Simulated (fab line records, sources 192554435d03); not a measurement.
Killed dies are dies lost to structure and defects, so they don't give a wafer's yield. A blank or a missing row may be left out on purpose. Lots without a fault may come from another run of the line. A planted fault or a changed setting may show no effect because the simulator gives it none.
fab line records | flow n5_finfet
record lots=11 wafers=31 last_day=18
route steps=1938 shown PMOS_HMC_CHANNEL_EPI@57 FIN_SAQP@100 PASSIVATION@1936
lots that met no fault: from a run of the same line without faults
start_h: hours from the record's first day to the start of the lot's first wafer shown | wait_h: hours since the lot's step before | " the same as in the row above | L1.1+2: a row that stands for several wafers | - no value, or no start given | * or withheld: withheld | < > ~ a bound
route shown NAME@n: a module of which the file shows steps, and the number in the route of the first | usual: mean/standard deviation of fault-free wafers | same: alike in all rows | chamber/n: place in a boat | sites: the reading at each site | _std_site: their standard deviation | _edge_site: outer sites' mean less inner sites' | radius_mm: how far each site lies from the wafer's centre | mask NAME#n: copy n | behind: the tool/chamber that last shaped the wafer | hold: why the lot was held/for how many hours/how that ended | device: the transistor (n, p or np) that didn't switch | end of line: the same wafers' tests at the end of the route | a step without rows: its recipe alone | killed: dies lost to structure and defects at the first sort, not the wafer's yield | map: a wafer's dies, x killed, . not, _ none there
set.NAME: the setting as run; set.NAME@STEP: as run at that earlier step | model.NAME: the simulator's own value behind a step, which no gauge read
steps of the route over a sample of lots; a table a step, a row a wafer
services: from which hour (start_h, from the record's first day; less than 0 if before it) a tool's chamber was out of use, for how many hours, and why
## steps
# step N5_PMOS_HMC_CHANNEL_EPI_HM_DEP_34
# recipe material=SiO2 target_thk_a=360 temp_c=400 precursor=TEOS/O2 pressure_torr=6.5 rf_w=900 teos_flow_sccm=161.4 gas=O2 flow_sccm=2650 time_s=6.9
# usual heater_power_w=483/69 rf_fwd_power_W=885/4.8 showerhead_plenum_p_Torr=8.323/0.028 susceptor_temp_C=399.97/0.23 throttle_valve_pct=19.2/1.2
# columns lot.wafer tool chamber start_h wait_h heater_power_w rf_fwd_power_W showerhead_plenum_p_Torr susceptor_temp_C throttle_valve_pct
L994.3 pecvd-02 1 23.76 0.0 379 884 8.321 400.01 20.5
L994.4 " 0 " " 476 885 8.315 399.86 19.9
L994.6 " 1 " " 385 883 8.302 399.70 20.8
L995.1 pecvd-01 2 28.61 0.0 440 878 8.334 400.20 17.9
L995.2 " 0 " " 576 880 8.329 400.11 18.2
L995.6 " 2 " " 422 877 8.303 399.98 17.4
L996.3 pecvd-04 0 35.35 0.0 514 886 8.240 399.83 18.7
L996.4 " 2 " " 558 894 8.294 400.28 18.5
L996.5 " 1 " " 512 884 8.332 399.68 20.0
L997.1 pecvd-02 2 40.85 0.0 460 880 8.342 399.76 17.7
L997.4 " 1 " " 388 886 8.321 400.00 20.6
L102.2 pecvd-02 2 73.35 0.0 562 883 8.336 399.95 17.9
L102.3 " 1 " " 489 881 8.319 399.96 20.6
L102.4 " 2 " " 423 884 8.341 400.20 18.2
L103.4 pecvd-02 1 77.06 0.0 396 885 8.331 400.07 20.4
L103.5 " 0 " " 513 888 8.312 399.64 20.3
L103.6 " 2 " " 528 880 8.345 400.01 17.7
L104.3 pecvd-04 2 83.03 0.0 552 897 8.288 400.19 18.8
L104.4 " 1 " " 518 888 8.333 399.99 19.7
L104.5 " 0 " " 495 886 8.298 400.01 18.6
L105.1 pecvd-02 1 88.74 0.0 383 887 8.312 400.13 20.7
L105.6 " 1 " " 389 886 8.329 399.94 20.4
L106.3 pecvd-04 2 94.82 0.0 478 894 8.280 400.11 18.4
L106.4 " 0 " " 504 892 8.278 399.81 19.0
L106.6 " 2 " " 496 892 8.282 400.32 18.1
L107.1 pecvd-01 1 101.46 0.0 487 889 8.375 400.13 20.9
L107.3 " 2 " " 427 878 8.310 399.80 17.8
L107.4 " 1 " " 467 884 8.364 399.88 21.0
L116.2 pecvd-02 0 155.14 0.0 517 887 8.318 399.65 20.4
L116.3 " 1 " " 460 883 8.310 399.92 20.4
L116.5 " 0 " " 526 887 8.317 399.49 20.1
# step N5_PMOS_HMC_CHANNEL_EPI_EXPOSE_06
# recipe mask_id=PMOS_HMC_BLK na=1.35 source_shape=conventional sigma_outer=0.8 polarization=unpolarized target_cd_nm=240 dose_mj=41
# usual exposure_dose_mJ_cm2=40.97/0.044 stage_vel_mm_s=499.98/0.23
# columns lot.wafer tool chamber start_h wait_h mask exposure_dose_mJ_cm2 stage_vel_mm_s
L994.3 arfi_scanner-02 0 23.92 - PMOS_HMC_BLK#0 41.04 500.09
L994.4 " 0 " " PMOS_HMC_BLK#0 40.99 500.00
L994.6 " 0 " " PMOS_HMC_BLK#0 41.03 500.20
L995.1 arfi_scanner-03 0 28.89 - PMOS_HMC_BLK#0 41.07 500.01
L995.2 " 0 " " PMOS_HMC_BLK#0 41.00 499.92
L995.6 " 0 " " PMOS_HMC_BLK#0 41.01 499.60
L996.3 arfi_scanner-02 0 35.64 - PMOS_HMC_BLK#0 40.90 500.10
L996.4 " 0 " " PMOS_HMC_BLK#0 40.96 500.16
L996.5 " 0 " " PMOS_HMC_BLK#0 40.98 500.29
L997.1 arfi_scanner-03 0 41.13 - PMOS_HMC_BLK#0 40.96 500.11
L997.4 " 0 " " PMOS_HMC_BLK#0 40.93 500.02
L102.2 arfi_scanner-03 0 73.51 - PMOS_HMC_BLK#0 40.99 499.81
L102.3 " 0 " " PMOS_HMC_BLK#0 41.04 500.07
L102.4 " 0 " " PMOS_HMC_BLK#0 40.99 500.20
L103.4 arfi_scanner-03 0 77.22 - PMOS_HMC_BLK#0 40.97 500.08
L103.5 " 0 " " PMOS_HMC_BLK#0 40.90 500.31
L103.6 " 0 " " PMOS_HMC_BLK#0 40.99 499.54
L104.3 arfi_scanner-01 0 83.32 - PMOS_HMC_BLK#0 40.98 499.75
L104.4 " 0 " " PMOS_HMC_BLK#0 41.04 499.71
L104.5 " 0 " " PMOS_HMC_BLK#0 40.92 499.86
L105.1 arfi_scanner-01 0 88.91 - PMOS_HMC_BLK#0 40.99 499.88
L105.6 " 0 " " PMOS_HMC_BLK#0 40.94 499.83
L106.3 arfi_scanner-03 0 95.11 - PMOS_HMC_BLK#0 40.95 499.84
L106.4 " 0 " " PMOS_HMC_BLK#0 40.92 499.99
L106.6 " 0 " " PMOS_HMC_BLK#0 40.99 500.11
L107.1 arfi_scanner-01 0 101.74 - PMOS_HMC_BLK#0 41.01 499.98
L107.3 " 0 " " PMOS_HMC_BLK#0 41.01 500.29
L107.4 " 0 " " PMOS_HMC_BLK#0 40.99 500.04
L116.2 arfi_scanner-01 0 155.30 - PMOS_HMC_BLK#0 36.89 499.89
L116.3 " 0 " " PMOS_HMC_BLK#0 36.91 500.27
L116.5 " 0 " " PMOS_HMC_BLK#0 36.87 500.03
# step N5_PMOS_HMC_CHANNEL_EPI_CD_MEAS_09
# recipe target_cd_nm=237.4 landing_energy_ev=500 detector=se_inlens
# usual cd_nm=238.3/1
# columns lot.wafer tool chamber start_h wait_h cd_nm
L994.3 cd_sem-02 0 24.04 - 239.9
L994.4 " 0 " " 238.6
L994.6 " 0 " " 238.8
L995.1 cd_sem-03 0 29.02 - 238.8
L995.2 " 0 " " 237.9
L995.6 " 0 " " 238.0
L996.3 cd_sem-03 0 35.75 - 238.6
L996.4 " 0 " " 239.4
L996.5 " 0 " " 239.6
L997.1 cd_sem-01 0 41.26 - 237.9
L997.4 " 0 " " 238.5
L102.2 cd_sem-01 0 73.63 - 239.9
L102.3 " 0 " " 238.0
L102.4 " 0 " " 237.8
L103.4 cd_sem-03 0 77.33 - 238.6
L103.5 " 0 " " 237.7
L103.6 " 0 " " 237.9
L104.3 cd_sem-01 0 83.43 - 237.9
L104.4 " 0 " " 237.2
L104.5 " 0 " " 239.3
L105.1 cd_sem-03 0 89.03 - 239.3
L105.6 " 0 " " 238.6
L106.3 cd_sem-03 0 95.22 - 237.1
L106.4 " 0 " " 237.8
L106.6 " 0 " " 237.9
L107.1 cd_sem-03 0 101.86 - 240.1
L107.3 " 0 " " 237.7
L107.4 " 0 " " 238.3
L116.2 cd_sem-02 0 155.42 - 395.7
L116.3 " 0 " " 273.2
L116.5 " 0 " " 355.3
# step N5_FIN_SAQP_PECVD_06
# recipe material=a-Si target_thk_a=600 temp_c=400 precursor=SiH4/He pressure_torr=3 rf_w=100 time_s=48.1
# usual heater_power_w=772/76 rf_fwd_power_W=99.2/0.44 showerhead_plenum_p_Torr=5.63/0.045 susceptor_temp_C=399.98/0.24 throttle_valve_pct=18.5/1.1
# columns lot.wafer tool chamber start_h wait_h heater_power_w rf_fwd_power_W showerhead_plenum_p_Torr susceptor_temp_C throttle_valve_pct
L994.3 pecvd-03 0 28.19 0.0 814 98.8 5.69 400.23 19.0
L994.4 " 1 " " 736 99.4 5.66 400.02 19.4
L994.6 " 0 " " 818 99.3 5.68 399.58 18.9
L995.1 pecvd-03 1 32.74 0.0 681 99.2 5.66 400.21 19.2
L995.2 " 0 " " 911 99.1 5.66 399.99 19.0
L995.6 " 0 " " 909 99.7 5.67 399.88 18.8
L996.3 pecvd-04 0 39.50 0.0 804 100.5 5.55 400.00 18.1
L996.4 " 2 " " 808 99.7 5.58 399.96 17.9
L996.5 " 0 " " 845 99.4 5.56 400.21 18.0
L997.1 pecvd-01 2 45.33 0.0 692 98.1 5.61 399.69 17.3
L997.4 " 2 " " 698 98.5 5.60 399.51 17.0
L102.2 pecvd-01 0 77.31 0.0 841 99.1 5.63 400.17 17.8
L102.3 " 1 " " 777 99.3 5.70 399.70 20.5
L102.4 " 0 " " 836 98.7 5.64 400.38 17.6
L103.4 pecvd-01 1 81.60 0.0 755 99.4 5.68 399.99 20.4
L103.5 " 2 " " 712 98.8 5.60 400.17 17.6
L103.6 " 0 " " 860 99.1 5.64 400.32 17.6
L104.3 pecvd-01 2 88.57 0.0 614 98.4 5.61 399.80 17.4
L104.4 " 0 " " 840 98.8 5.64 400.25 17.7
L104.5 " 1 " " 721 98.4 5.71 400.33 20.6
L105.1 pecvd-01 0 93.22 0.0 781 99.2 5.64 400.16 17.6
L105.6 " 1 " " 750 99.0 5.69 400.06 20.5
L106.3 pecvd-01 2 100.43 0.0 606 98.5 5.61 400.02 17.3
L106.4 " 2 " " 620 98.5 5.60 400.28 17.4
L106.6 " 1 " " 761 99.0 5.70 399.59 20.3
L107.1 pecvd-03 1 106.01 0.0 727 99.0 5.67 399.63 19.4
L107.3 " 2 " " 721 99.2 5.72 400.21 16.1
L107.4 " 0 " " 910 99.0 5.67 400.20 19.2
L116.3 pecvd-04 2 159.87 0.0 840 99.2 5.58 399.93 18.0
# step N5_FIN_SAQP_THK_MEAS_07
# usual thk_nm=60.0/0.94
# columns lot.wafer tool chamber start_h wait_h thk_nm
L994.3 film_metro-02 - 28.28 0.1 60.9
L994.4 " - " " 60.0
L994.6 " - " " 60.7
L995.1 film_metro-01 - 32.86 0.1 58.3
L995.2 " - " " 59.0
L995.6 " - " " 60.4
L996.3 film_metro-01 - 39.59 0.1 60.4
L996.4 " - " " 60.7
L996.5 " - " " 61.7
L997.1 film_metro-01 - 45.42 0.1 60.0
L997.4 " - " " 60.9
L102.2 film_metro-01 - 77.40 0.1 60.7
L102.3 " - " " 60.0
L102.4 " - " " 61.1
L103.4 film_metro-02 - 81.66 0.0 60.3
L103.5 " - " " 60.4
L103.6 " - " " 60.5
L104.3 film_metro-01 - 88.66 0.1 59.2
L104.4 " - " " 61.0
L104.5 " - " " 60.2
L105.1 film_metro-01 - 93.31 0.1 60.5
L105.6 " - " " 61.0
L106.3 film_metro-02 - 100.52 0.1 60.0
L106.4 " - " " 61.6
L106.6 " - " " 60.3
L107.1 film_metro-01 - 106.10 0.1 57.9
L107.3 " - " " 60.6
L107.4 " - " " 60.6
L116.3 film_metro-02 - 159.96 0.1 59.7
# step N5_PASSIVATION_PROBE_49
# usual killed_at_M0_to_M3=34/11 killed_at_M4_up=14/5.6 killed_at_contacts=13/5.9 killed_at_front_end=40/11 killed_at_other=4/3.1 killed_dies=105/16 killed_on_rim=14/4.2 killed_open=68/11 killed_short=34/8.4
# same gross_dies=1180 killed_at_back_side=0
# columns lot.wafer tool chamber start_h wait_h killed_at_M0_to_M3 killed_at_M4_up killed_at_contacts killed_at_front_end killed_at_other killed_dies killed_on_rim killed_open killed_short
L995.1 prober-02 - 295.38 0.0 35 10 23 44 2 114 11 70 44
L995.2 prober-02 - 295.43 0.1 22 8 10 42 7 89 17 49 39
L995.6 prober-02 - 295.63 0.3 46 10 5 38 1 100 14 64 36
L996.3 prober-01 - 300.18 0.1 28 14 9 39 3 93 18 56 27
L996.4 prober-01 - 300.23 0.2 31 10 11 27 2 81 13 52 29
L996.5 prober-01 - 300.28 0.2 40 8 4 35 5 92 13 49 35
L102.2 prober-01 - 346.05 0.1 31 9 13 25 17 95 14 59 36
L102.3 prober-01 - 346.10 0.1 27 22 14 53 6 122 17 81 39
L102.4 prober-01 - 346.15 0.2 40 15 20 30 7 112 12 71 39
L105.1 prober-01 - 347.38 0.0 21 15 7 36 11 90 12 60 29
L105.6 prober-01 - 347.63 0.3 38 12 11 50 10 121 20 69 40
L103.4 prober-01 - 353.80 0.2 24 13 24 38 2 101 11 70 29
L103.5 prober-01 - 353.85 0.2 26 8 33 41 2 110 13 72 38
L103.6 prober-01 - 353.90 0.3 33 6 14 48 4 105 14 66 37
L104.3 prober-02 - 353.92 0.1 44 11 12 40 4 111 9 70 41
L104.4 prober-02 - 353.97 0.2 61 16 8 46 4 135 22 81 54
L104.5 prober-02 - 354.02 0.2 36 8 8 23 0 75 8 47 28
L107.1 prober-02 - 380.88 0.0 41 8 14 32 13 108 13 66 40
L107.3 prober-02 - 380.98 0.1 36 17 10 44 8 115 11 76 37
L107.4 prober-02 - 381.03 0.2 36 14 8 42 6 106 23 61 43
L106.3 prober-01 - 389.35 0.1 33 18 18 53 1 123 15 81 38
L106.4 prober-01 - 389.40 0.2 38 15 12 29 6 100 14 69 31
L106.6 prober-01 - 389.50 0.3 34 14 6 40 1 95 15 57 37
L116.2 prober-02 - 442.85 0.1 27 25 17 1105 6 1180 152 96 48
L116.3 prober-02 - 442.90 0.1 30 27 12 254 4 327 19 74 39
L116.5 prober-02 - 443.00 0.2 20 25 9 1125 1 1180 152 70 29
# killed by level:class
L995.1 MOL_CONTACT_COAG:geometric_particle:open=21 FIN_SAQP:geometric_particle:open=12 BEOL_M0_SAQP:geometric_particle:open=10 BEOL_M0_SAQP:geometric_particle:short=9 GATE_CUT:geometric_particle:short=8 BEOL_M2:geometric_particle:open=5 FIN_SAQP:geometric_particle:short=4 BEOL_M5:geometric_particle:open=4
L995.2 FIN_SAQP:geometric_particle:short=10 GATE_CUT:geometric_particle:short=7 MOL_CONTACT_COAG:geometric_particle:open=6 BEOL_M2:geometric_particle:open=6 FIN_SAQP:geometric_particle:open=5 FIN_CUT:geometric_particle:short=4 DUMMY_GATE:geometric_particle:open=4 MOL_CONTACT_COAG:geometric_particle:short=4
L995.6 BEOL_M0_SAQP:geometric_particle:open=19 STI_FIN_REVEAL:geometric_particle:open=14 BEOL_M0_SAQP:geometric_particle:short=10 BEOL_M2:geometric_particle:open=7 GATE_CUT:geometric_particle:short=5 BEOL_M2:geometric_particle:short=5 FIN_SAQP:geometric_particle:open=4 STARTING-WAFER:geometric_particle:open=4
L996.3 BEOL_M0_SAQP:geometric_particle:open=10 HKMG_FIN:area_etch=8 MOL_CONTACT_COAG:geometric_particle:open=7 BEOL_M2:geometric_particle:open=7 DUMMY_GATE:geometric_particle:open=6 BEOL_M0_SAQP:geometric_particle:short=5 FIN_SAQP:geometric_particle:short=4 STARTING-WAFER:geometric_particle:short=4
L996.4 BEOL_M0_SAQP:geometric_particle:short=12 MOL_CONTACT_COAG:geometric_particle:open=10 FIN_SAQP:geometric_particle:open=6 STI_FIN_REVEAL:geometric_particle:open=6 FIN_SAQP:geometric_particle:short=5 BEOL_M2:geometric_particle:open=5 BEOL_M5:geometric_particle:open=4 BEOL_M1:geometric_particle:open=4
L996.5 BEOL_M2:geometric_particle:open=14 BEOL_M0_SAQP:geometric_particle:short=10 FIN_SAQP:geometric_particle:open=8 HKMG_FIN:area_etch=8 FIN_SAQP:geometric_particle:short=6 BEOL_M2:geometric_particle:short=6 BEOL_M0_SAQP:geometric_particle:open=5 BEOL_M7:geometric_particle:open=4
L102.2 MOL_CONTACT_COAG:geometric_particle:open=11 BEOL_M0_SAQP:geometric_particle:short=11 BEOL_M2:geometric_particle:open=8 BEOL_M0_SAQP:geometric_particle:open=7 MIM_TOP:geometric_particle:open=7 MIM_TOP:geometric_particle:short=7 STI_FIN_REVEAL:geometric_particle:open=4 DUMMY_GATE:geometric_particle:open=4
L102.3 MOL_CONTACT_COAG:geometric_particle:open=14 FIN_SAQP:geometric_particle:open=12 FIN_SAQP:geometric_particle:short=11 BEOL_M4:geometric_particle:open=10 STI_FIN_REVEAL:geometric_particle:open=9 BEOL_M0_SAQP:geometric_particle:short=8 BEOL_M0_SAQP:geometric_particle:open=7 BEOL_M2:geometric_particle:open=7
L102.4 BEOL_M0_SAQP:geometric_particle:short=16 MOL_CONTACT_COAG:geometric_particle:open=15 BEOL_M0_SAQP:geometric_particle:open=13 FIN_SAQP:geometric_particle:open=7 FIN_SAQP:geometric_particle:short=5 BEOL_M4:geometric_particle:open=5 GATE_CUT:geometric_particle:open=4 MOL_CONTACT_COAG:geometric_particle:short=4
L105.1 STI_FIN_REVEAL:geometric_particle:open=9 MOL_CONTACT_COAG:geometric_particle:open=7 BEOL_M0_SAQP:geometric_particle:short=6 BEOL_M5:geometric_particle:open=6 BEOL_M2:geometric_particle:open=6 GATE_CUT:geometric_particle:open=5 BEOL_M0_SAQP:geometric_particle:open=5 PAD_METAL:geometric_particle:open=5
L105.6 FIN_SAQP:geometric_particle:short=12 BEOL_M1:geometric_particle:open=10 MOL_CONTACT_COAG:geometric_particle:open=9 BEOL_M0_SAQP:geometric_particle:short=7 BEOL_M2:geometric_particle:open=6 STARTING-WAFER:geometric_particle:open=6 HKMG_FIN:area_etch=6 FIN_SAQP:geometric_particle:open=5
L103.4 MOL_CONTACT_COAG:geometric_particle:open=21 FIN_SAQP:geometric_particle:open=11 BEOL_M0_SAQP:geometric_particle:short=10 BEOL_M0_SAQP:geometric_particle:open=6 BEOL_M3:geometric_particle:open=6 BEOL_M4:geometric_particle:open=6 STI_FIN_REVEAL:geometric_particle:open=5 STARTING-WAFER:geometric_particle:open=5
L103.5 MOL_CONTACT_COAG:geometric_particle:open=25 STI_FIN_REVEAL:geometric_particle:open=13 BEOL_M0_SAQP:geometric_particle:short=9 MOL_CONTACT_COAG:geometric_particle:short=8 BEOL_M0_SAQP:geometric_particle:open=7 DUMMY_GATE:geometric_particle:open=6 FIN_SAQP:geometric_particle:open=5 FIN_SAQP:geometric_particle:short=5
L103.6 FIN_SAQP:geometric_particle:open=12 STI_FIN_REVEAL:geometric_particle:open=11 MOL_CONTACT_COAG:geometric_particle:open=11 BEOL_M0_SAQP:geometric_particle:short=9 BEOL_M0_SAQP:geometric_particle:open=7 FIN_SAQP:geometric_particle:short=6 STI_FIN_REVEAL:geometric_particle:short=6 BEOL_M3:geometric_particle:open=6
L104.3 BEOL_M0_SAQP:geometric_particle:short=16 BEOL_M0_SAQP:geometric_particle:open=11 MOL_CONTACT_COAG:geometric_particle:open=11 STI_FIN_REVEAL:geometric_particle:open=9 GATE_CUT:geometric_particle:short=9 FIN_SAQP:geometric_particle:open=6 BEOL_M2:geometric_particle:open=5 BEOL_M1:geometric_particle:open=5
L104.4 BEOL_M0_SAQP:geometric_particle:short=19 BEOL_M0_SAQP:geometric_particle:open=17 FIN_SAQP:geometric_particle:short=13 BEOL_M3:geometric_particle:open=12 BEOL_M4:geometric_particle:open=7 DUMMY_GATE:geometric_particle:open=6 GATE_CUT:geometric_particle:short=6 MOL_CONTACT_COAG:geometric_particle:open=6
L104.5 BEOL_M1:geometric_particle:open=9 BEOL_M0_SAQP:geometric_particle:open=7 FIN_SAQP:geometric_particle:short=6 BEOL_M2:geometric_particle:open=6 GATE_CUT:geometric_particle:short=5 FIN_SAQP:geometric_particle:open=4 MOL_CONTACT_COAG:geometric_particle:open=4 MOL_CONTACT_COAG:geometric_particle:short=4
L107.1 BEOL_M2:geometric_particle:open=13 BEOL_M0_SAQP:geometric_particle:short=11 MOL_CONTACT_COAG:geometric_particle:open=10 FIN_SAQP:geometric_particle:short=7 FIN_SAQP:geometric_particle:open=6 BEOL_M0_SAQP:geometric_particle:open=5 STI_FIN_REVEAL:geometric_particle:open=4 MOL_CONTACT_COAG:geometric_particle:short=4
L107.3 FIN_SAQP:geometric_particle:open=14 FIN_SAQP:geometric_particle:short=8 MOL_CONTACT_COAG:geometric_particle:open=8 BEOL_M0_SAQP:geometric_particle:short=8 BEOL_M1:geometric_particle:open=8 BEOL_M2:geometric_particle:open=6 STI_FIN_REVEAL:geometric_particle:open=5 BEOL_M0_SAQP:geometric_particle:open=5
L107.4 BEOL_M0_SAQP:geometric_particle:short=10 BEOL_M1:geometric_particle:open=10 FIN_SAQP:geometric_particle:short=9 STI_FIN_REVEAL:geometric_particle:open=8 MOL_CONTACT_COAG:geometric_particle:open=6 DUMMY_GATE:geometric_particle:open=5 BEOL_M0_SAQP:geometric_particle:open=5 FIN_SAQP:geometric_particle:open=4
L106.3 MOL_CONTACT_COAG:geometric_particle:open=15 BEOL_M1:geometric_particle:open=12 STI_FIN_REVEAL:geometric_particle:open=11 FIN_SAQP:geometric_particle:short=8 DUMMY_GATE:geometric_particle:open=8 BEOL_M0_SAQP:geometric_particle:open=5 BEOL_M4:geometric_particle:open=5 BEOL_M2:geometric_particle:open=5
L106.4 MOL_CONTACT_COAG:geometric_particle:open=12 BEOL_M0_SAQP:geometric_particle:short=9 DUMMY_GATE:geometric_particle:open=8 BEOL_M0_SAQP:geometric_particle:open=8 BEOL_M0:geometric_particle:open=6 BEOL_M4:geometric_particle:open=6 FIN_SAQP:geometric_particle:short=5 BEOL_M1:geometric_particle:open=4
L106.6 FIN_SAQP:geometric_particle:short=20 FIN_SAQP:geometric_particle:open=7 BEOL_M0_SAQP:geometric_particle:short=7 BEOL_M1:geometric_particle:open=7 BEOL_M4:geometric_particle:open=7 STI_FIN_REVEAL:geometric_particle:open=6 MOL_CONTACT_COAG:geometric_particle:open=6 BEOL_M0_SAQP:geometric_particle:open=6
L116.2 PMOS_HMC_CHANNEL_EPI:area_expose=1036 FIN_SAQP:geometric_particle:open=27 FIN_SAQP:geometric_particle:short=25 BEOL_M4:geometric_particle:open=16 MOL_CONTACT_COAG:geometric_particle:open=13 BEOL_M2:geometric_particle:open=10 BEOL_M0_SAQP:geometric_particle:open=6 MOL_CONTACT_COAG:geometric_particle:short=4
L116.3 PMOS_HMC_CHANNEL_EPI:area_expose=214 FIN_SAQP:geometric_particle:short=17 MOL_CONTACT_COAG:geometric_particle:open=11 BEOL_M4:geometric_particle:open=11 FIN_SAQP:geometric_particle:open=9 BEOL_M3:geometric_particle:open=8 BEOL_M0_SAQP:geometric_particle:open=6 BEOL_M0_SAQP:geometric_particle:short=5
L116.5 PMOS_HMC_CHANNEL_EPI:area_expose=1080 FIN_SAQP:geometric_particle:open=14 BEOL_M4:geometric_particle:open=14 FIN_SAQP:geometric_particle:short=12 BEOL_M3:geometric_particle:open=9 MOL_CONTACT_COAG:geometric_particle:open=8 STI_FIN_REVEAL:geometric_particle:open=6 DUMMY_GATE:geometric_particle:open=4
## services
# columns tool chamber start_h hours kind
pecvd-01 0 9.58 8.7 repair
arfi_scanner-03 - 23.02 3.1 pm
arfi_scanner-01 - 23.23 1.8 repair
arfi_scanner-01 - 28.72 0.8 pm
arfi_scanner-01 - 30.77 1.0 pm
arfi_scanner-02 - 32.22 0.8 repair
arfi_scanner-03 - 33.31 1.0 pm
arfi_scanner-02 - 43.49 120.0 pm
arfi_scanner-01 - 49.72 2.0 repair
pecvd-04 - 68.07 1.5 repair
arfi_scanner-03 - 86.37 1.3 pm
arfi_scanner-03 - 87.67 0.8 pm
pecvd-01 - 88.76 2.8 repair
pecvd-02 0 93.59 4.7 repair
pecvd-01 - 94.07 6.0 pm
arfi_scanner-03 - 99.57 1.0 pm
pecvd-02 - 101.28 1.1 repair
arfi_scanner-01 - 105.51 4.9 pm
pecvd-02 2 110.89 8.5 repair
arfi_scanner-01 - 118.40 1.3 pm
arfi_scanner-01 - 119.70 1.0 pm
arfi_scanner-03 - 123.68 32.1 repair
pecvd-02 0 131.36 4.5 repair
arfi_scanner-01 - 155.77 0.8 pm
## key
first_sign step=N5_PMOS_HMC_CHANNEL_EPI_EXPOSE_06 reading=exposure_dose_mJ_cm2 direction=down sigmas=93 usual=40.97 struck=36.89
effect step=N5_PMOS_HMC_CHANNEL_EPI_CD_MEAS_09 reading=cd_nm direction=up sigmas=99+ usual=238.3 struck=341.4 through=control_loop
effect step=N5_PASSIVATION_PROBE_49 reading=killed_at_front_end direction=up sigmas=71 usual=40 struck=828
more_kills_born_at N5_PMOS_HMC_CHANNEL_EPI_EXPOSE_06@arfi_scanner-01=2330
met_at N5_PMOS_HMC_CHANNEL_EPI_EXPOSE_06
struck_lots L116
later_rows_left_out L116.2,L116.5
tester_left_out L116
loop_trim step=N5_PMOS_HMC_CHANNEL_EPI_EXPOSE_06 setting=dose lots=L116
not_acting_at N5_PMOS_HMC_CHANNEL_EPI_HM_DEP_34,N5_FIN_SAQP_PECVD_06,N5_FIN_SAQP_THK_MEAS_07
onset_between 101.74 155.30
fault kind=process_parameter_drift tool=arfi_scanner-01 chamber=- onset_h=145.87 steps=N5_PMOS_HMC_CHANNEL_EPI_EXPOSE_06 channel=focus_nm offset=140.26 spread_by_wafer=0.3 shape=step end_h=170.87
# tester_left_out: of these lots the tester's yield and bins aren't shown, on N5 and GAA mostly nor the transistor test; their killed dies are dies lost to structure and defects alone, not to doping, threshold or leakage, so they don't give the yield
# later_rows_left_out: the simulator's readings of these wafers behind a module that went badly wrong aren't trusted and aren't shown, but for the sort
# loop_trim: a control loop set the setting to another value than it would have without faults
